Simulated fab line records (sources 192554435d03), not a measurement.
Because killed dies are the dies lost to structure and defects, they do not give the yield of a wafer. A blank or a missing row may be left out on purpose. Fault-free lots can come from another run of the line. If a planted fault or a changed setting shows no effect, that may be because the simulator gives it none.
Which tool did it? | flow n5 finfet | 72 wafers from 24 lots sampled at 5 of the route's 1938 steps

== WHAT THE GAUGES SHOWED, per wafer ==
N5_BEOL_M9_OVL_MEAS_29.
lot  | measured     | on         | V8_OVL (nm)
L074 | day 10 07:34 | overlay-01 | -0.3 -0.7 -0.9
L075 | day 10 16:30 | overlay-02 | 0.9 -0.4 -0.6
L076 | day 11 00:40 | overlay-01 | 0.3 1.0 1.0
L079 | day 11 02:54 | overlay-02 | 0.9 -0.2 0.1
L077 | day 11 08:08 | overlay-01 | 0.0 -0.2 0.0
L078 | day 11 10:59 | overlay-02 | 1.1 1.2 1.8
L080 | day 11 22:02 | overlay-01 | -0.2 -0.5 0.1
L081 | day 12 01:18 | overlay-02 | -0.5 -0.3 0.0
L082 | day 12 04:15 | overlay-01 | 1.4 1.1 0.6
L083 | day 12 12:36 | overlay-02 | -0.2 0.7 1.0
L085 | day 12 16:40 | overlay-02 | -1.2 -0.7 -0.4
L088 | day 13 00:01 | overlay-02 | -0.4 0.3 -0.3
L084 | day 13 00:11 | overlay-01 | 0.0 1.1 -0.2
L086 | day 13 07:14 | overlay-02 | -0.1 0.7 0.7
L087 | day 14 01:41 | overlay-02 | 0.6 0.2 -0.5
L089 | day 14 01:38 | overlay-02 | 0.3 0.0 0.7
L090 | day 14 05:35 | overlay-02 | 0.2 -0.8 -0.7
L091 | day 14 19:56 | overlay-01 | 0.1 0.5 0.0
L092 | day 14 22:49 | overlay-02 | -0.8 -0.3 -1.0
L094 | day 15 02:47 | overlay-02 | 1.2 0.7 1.8
L093 | day 15 07:05 | overlay-01 | -0.8 -0.9 -0.7
L096 | day 15 07:15 | overlay-01 | 1.0 0.3 0.7
L095 | day 15 22:34 | overlay-01 | 2.1 0.8 0.8
L097 | day 16 04:08 | overlay-01 | -0.2 -0.3 -1.1

N5_BEOL_M10_OVL_MEAS_12.
lot  | measured     | on         | M10_OVL (nm)
L074 | day 10 13:14 | overlay-02 | 0.1 -1.0 -1.0
L075 | day 10 22:46 | overlay-02 | 0.0 -1.3 -1.0
L076 | day 11 05:10 | overlay-01 | 0.1 0.3 -1.0
L079 | day 11 09:37 | overlay-02 | -1.3 -0.4 -0.2
L077 | day 11 13:16 | overlay-02 | -0.4 -0.6 -2.1
L078 | day 11 16:29 | overlay-02 | 0.0 -0.3 -0.2
L080 | day 12 05:22 | overlay-02 | 1.0 1.1 0.7
L081 | day 12 06:43 | overlay-02 | -0.5 -0.5 1.8
L082 | day 12 09:05 | overlay-02 | -0.2 -0.2 0.3
L083 | day 12 18:09 | overlay-02 | 0.0 -1.3 0.1
L085 | day 12 21:39 | overlay-02 | -0.2 -0.3 0.2
L088 | day 13 08:43 | overlay-01 | -0.4 0.3 -0.8
L084 | day 13 08:30 | overlay-01 | 0.1 0.4 0.2
L086 | day 13 11:51 | overlay-02 | 0.0 -0.4 0.1
L087 | day 14 08:01 | overlay-02 | 1.1 0.7 -0.4
L089 | day 14 07:41 | overlay-01 | 0.1 0.1 0.2
L090 | day 14 11:49 | overlay-02 | 0.4 0.2 -0.6
L091 | day 15 00:45 | overlay-02 | -0.5 -0.6 -0.7
L092 | day 15 05:27 | overlay-02 | 0.1 0.6 0.4
L094 | day 15 08:25 | overlay-01 | -0.4 -1.4 -0.2
L093 | day 15 12:28 | overlay-01 | 0.9 -0.2 0.2
L096 | day 15 12:32 | overlay-01 | 0.3 -0.7 -0.4
L095 | day 16 05:14 | overlay-02 | 0.0 0.5 1.8
L097 | day 16 10:56 | overlay-01 | -0.7 -1.4 -1.6

== WHAT TOOL EACH LOT RAN ON (gives the tool, then ch and the chambers of the sampled wafers, and finally the start) ==
lot  | N5_BEOL_M9_HM_DEP_02         | N5_BEOL_M9_DESCUM_33               | N5_BEOL_M9_CURE_72
L074 | pvd sputter-01, day 10 04:11 | rie diel-01 ch 0,1, day 10 07:39   | uv cure-02 ch 0, day 10 08:22
L075 | pvd sputter-01, day 10 12:54 | rie diel-01 ch 0,1,3, day 10 16:36 | uv cure-01 ch 0, day 10 17:26
L076 | pvd sputter-02, day 10 21:57 | rie diel-02 ch 0,1,3, day 11 00:45 | uv cure-02 ch 2, day 11 01:27
L079 | pvd sputter-03, day 11 01:37 | rie diel-03 ch 0,1,3, day 11 03:03 | uv cure-03 ch 1, day 11 03:42
L077 | pvd sputter-01, day 11 03:59 | rie diel-01 ch 1,3, day 11 08:13   | uv cure-03 ch 1, day 11 08:52
L078 | pvd sputter-03, day 11 09:04 | rie diel-01 ch 1,2,3, day 11 11:04 | uv cure-01 ch 2, day 11 11:44
L080 | pvd sputter-01, day 11 20:40 | rie diel-02 ch 0,2, day 11 22:15   | uv cure-03 ch 0, day 11 23:00
L081 | pvd sputter-03, day 11 22:52 | rie diel-03 ch 0,1,3, day 12 01:23 | uv cure-02 ch 2, day 12 02:02
L082 | pvd sputter-03, day 12 02:53 | rie diel-02 ch 0,3, day 12 04:21   | uv cure-02 ch 2, day 12 05:00
L083 | pvd sputter-01, day 12 08:35 | rie diel-01 ch 1,2,3, day 12 12:41 | uv cure-01 ch 0, day 12 13:23
L085 | pvd sputter-03, day 12 14:31 | rie diel-01 ch 0,1,2, day 12 16:46 | uv cure-03 ch 0, day 12 17:25
L088 | pvd sputter-01, day 12 21:18 | rie diel-03 ch 1,2,3, day 13 00:28 | uv cure-02 ch 1, day 13 01:13
L084 | pvd sputter-03, day 12 21:19 | rie diel-01 ch 0,1,2, day 13 00:31 | uv cure-01 ch 0, day 13 01:15
L086 | pvd sputter-03, day 13 04:18 | rie diel-02 ch 0,1,3, day 13 07:20 | uv cure-01 ch 2, day 13 07:59
L087 | pvd sputter-01, day 13 23:27 | rie diel-01 ch 0,2,3, day 14 01:46 | uv cure-01 ch 2, day 14 02:31
L089 | pvd sputter-03, day 13 23:32 | rie diel-02 ch 0,1,3, day 14 01:43 | uv cure-03 ch 2, day 14 02:23
L090 | pvd sputter-03, day 14 02:37 | rie diel-03 ch 0,1,3, day 14 05:41 | uv cure-03 ch 0, day 14 06:26
L091 | pvd sputter-02, day 14 18:17 | rie diel-03 ch 0,1, day 14 20:02   | uv cure-03 ch 0, day 14 20:41
L092 | pvd sputter-03, day 14 21:20 | rie diel-03 ch 0,1, day 14 22:57   | uv cure-02 ch 2, day 14 23:36
L094 | pvd sputter-02, day 15 00:17 | rie diel-01 ch 0,1,3, day 15 02:52 | uv cure-02 ch 0, day 15 03:37
L093 | pvd sputter-03, day 15 03:15 | rie diel-03 ch 0,3, day 15 07:10   | uv cure-03 ch 0, day 15 07:56
L096 | pvd sputter-03, day 15 03:44 | rie diel-02 ch 1,2, day 15 07:20   | uv cure-01 ch 0, day 15 08:05
L095 | pvd sputter-01, day 15 20:11 | rie diel-03 ch 1,2, day 15 23:01   | uv cure-01 ch 2, day 15 23:40
L097 | pvd sputter-02, day 16 01:44 | rie diel-03 ch 0,1,3, day 16 04:14 | uv cure-01 ch 1, day 16 04:53
- N5_BEOL_M9_HM_DEP_02: deposits TiN, target thk 20 nm.
- N5_BEOL_M9_DESCUM_33: chemistry O2, time 7 s.
- N5_BEOL_M9_CURE_72: cures SiCOH lowk, time 120 s.

== AS READ BY THE TOOLS THEMSELVES (means over the sampled wafers that have a number; for cases with no such wafer, the mark the record gives instead) ==
N5_BEOL_M9_HM_DEP_02.
lot  | tool           | throttle valve pct (%)
L074 | pvd sputter-01 | 29.9
L075 | pvd sputter-01 | 28.7
L076 | pvd sputter-02 | 28.8
L079 | pvd sputter-03 | 29.7
L077 | pvd sputter-01 | 30.3
L078 | pvd sputter-03 | 30.3
L080 | pvd sputter-01 | 30.7
L081 | pvd sputter-03 | 29.8
L082 | pvd sputter-03 | 29.5
L083 | pvd sputter-01 | 29.6
L085 | pvd sputter-03 | 29.9
L088 | pvd sputter-01 | 30.6
L084 | pvd sputter-03 | 29.5
L086 | pvd sputter-03 | 30.2
L087 | pvd sputter-01 | 29.2
L089 | pvd sputter-03 | 29.6
L090 | pvd sputter-03 | 29.7
L091 | pvd sputter-02 | 29.6
L092 | pvd sputter-03 | 29.5
L094 | pvd sputter-02 | 29.1
L093 | pvd sputter-03 | 29.4
L096 | pvd sputter-03 | 29.8
L095 | pvd sputter-01 | 29.5
L097 | pvd sputter-02 | 28.9

N5_BEOL_M9_DESCUM_33.
lot  | tool        | drypump motor current A (A) | oes product au (a.u.) | rf vpp V (V) | showerhead plenum p Torr (Torr) | throttle valve pct (%)
L074 | rie diel-01 | 6.0                         | 0.73                  | 242.8        | 2.05                            | 20.38
L075 | rie diel-01 | 5.9                         | 0.72                  | 241.8        | 2.02                            | 20.65
L076 | rie diel-02 | 5.5                         | 0.83                  | 243.7        | 2.10                            | 20.42
L079 | rie diel-03 | 5.2                         | 0.70                  | 242.4        | 2.07                            | 20.76
L077 | rie diel-01 | 5.8                         | 0.72                  | 241.6        | 1.99                            | 20.90
L078 | rie diel-01 | 5.8                         | 0.72                  | 242.6        | 2.05                            | 20.59
L080 | rie diel-02 | 5.8                         | 0.79                  | 243.2        | 2.10                            | 20.32
L081 | rie diel-03 | 5.2                         | 0.82                  | 242.7        | 2.07                            | 20.64
L082 | rie diel-02 | 5.5                         | 0.87                  | 243.7        | 2.14                            | 20.23
L083 | rie diel-01 | 5.8                         | 0.72                  | 242.9        | 2.04                            | 20.61
L085 | rie diel-01 | 5.9                         | 0.71                  | 242.6        | 2.08                            | 20.35
L088 | rie diel-03 | 5.4                         | 0.86                  | 242.4        | 2.03                            | 20.57
L084 | rie diel-01 | 5.9                         | 0.71                  | 242.3        | 2.07                            | 20.35
L086 | rie diel-02 | 5.5                         | 0.81                  | 242.8        | 2.09                            | 20.44
L087 | rie diel-01 | 6.2                         | 0.70                  | 242.4        | 2.08                            | 20.60
L089 | rie diel-02 | 5.5                         | 0.79                  | 241.9        | 2.09                            | 20.46
L090 | rie diel-03 | 5.2                         | 0.78                  | 242.8        | 2.06                            | 20.67
L091 | rie diel-03 | 5.3                         | 0.77                  | 243.1        | 2.13                            | 20.78
L092 | rie diel-03 | 5.3                         | 0.77                  | 243.7        | 2.13                            | 20.78
L094 | rie diel-01 | 5.9                         | 0.70                  | 242.2        | 2.01                            | 20.69
L093 | rie diel-03 | 5.3                         | 0.69                  | 243.2        | 2.11                            | 20.82
L096 | rie diel-02 | 5.7                         | 0.73                  | 242.2        | 2.02                            | 20.68
L095 | rie diel-03 | 5.6                         | 0.88                  | 242.9        | 2.04                            | 20.61
L097 | rie diel-03 | 5.2                         | 0.77                  | 242.6        | 2.06                            | 20.69

N5_BEOL_M9_CURE_72.
lot  | tool       | lamp power pct (%) | wafer_temp_C_max
L074 | uv cure-02 | 52.30              | 371.6
L075 | uv cure-01 | 52.30              | 371.8
L076 | uv cure-02 | 52.24              | 370.7
L079 | uv cure-03 | 52.33              | 370.8
L077 | uv cure-03 | 52.34              | 371.3
L078 | uv cure-01 | 52.31              | 371.8
L080 | uv cure-03 | 52.33              | 371.1
L081 | uv cure-02 | 52.30              | 371.0
L082 | uv cure-02 | 52.25              | 371.2
L083 | uv cure-01 | 52.29              | 371.3
L085 | uv cure-03 | 52.30              | 371.3
L088 | uv cure-02 | 52.29              | 371.2
L084 | uv cure-01 | 52.30              | 371.4
L086 | uv cure-01 | 52.26              | 371.7
L087 | uv cure-01 | 52.36              | 372.2
L089 | uv cure-03 | 52.30              | 373.3
L090 | uv cure-03 | 52.34              | 371.2
L091 | uv cure-03 | 52.27              | 371.7
L092 | uv cure-02 | 52.38              | 370.9
L094 | uv cure-02 | 52.32              | 371.1
L093 | uv cure-03 | 52.34              | 371.1
L096 | uv cure-01 | 52.32              | 371.3
L095 | uv cure-01 | 52.35              | 372.0
L097 | uv cure-01 | 52.34              | 371.9

== THE ANSWER, worked out from the rows above alone ==
Rule: the lots themselves supply what counts as usual. The widest of any qualifying gaps counts: lots, ordered by their means at a reading, are off when they make up no more than a third of the lots, leave a main group of 4 or more, and stand apart from it by 3 or more times the standard deviation of that group's means. If all means in a main group match to the digits the tables above print for the reading, that group is not used. Also off: a lot with no number at a reading for which 4 or more lots have one. The other lots that the step has rows for count as sound. After the gauges, taken in route order, come the tools' own readings; for these a lot's mean is taken, as printed above. The first step at which some lot is off is used, and at that step the reading that is off furthest; a lot without a number counts as furthest.
Nothing can be told from this: no lot is off at any reading shown.

== WHAT THE SIMULATOR HAD PUT IN ==
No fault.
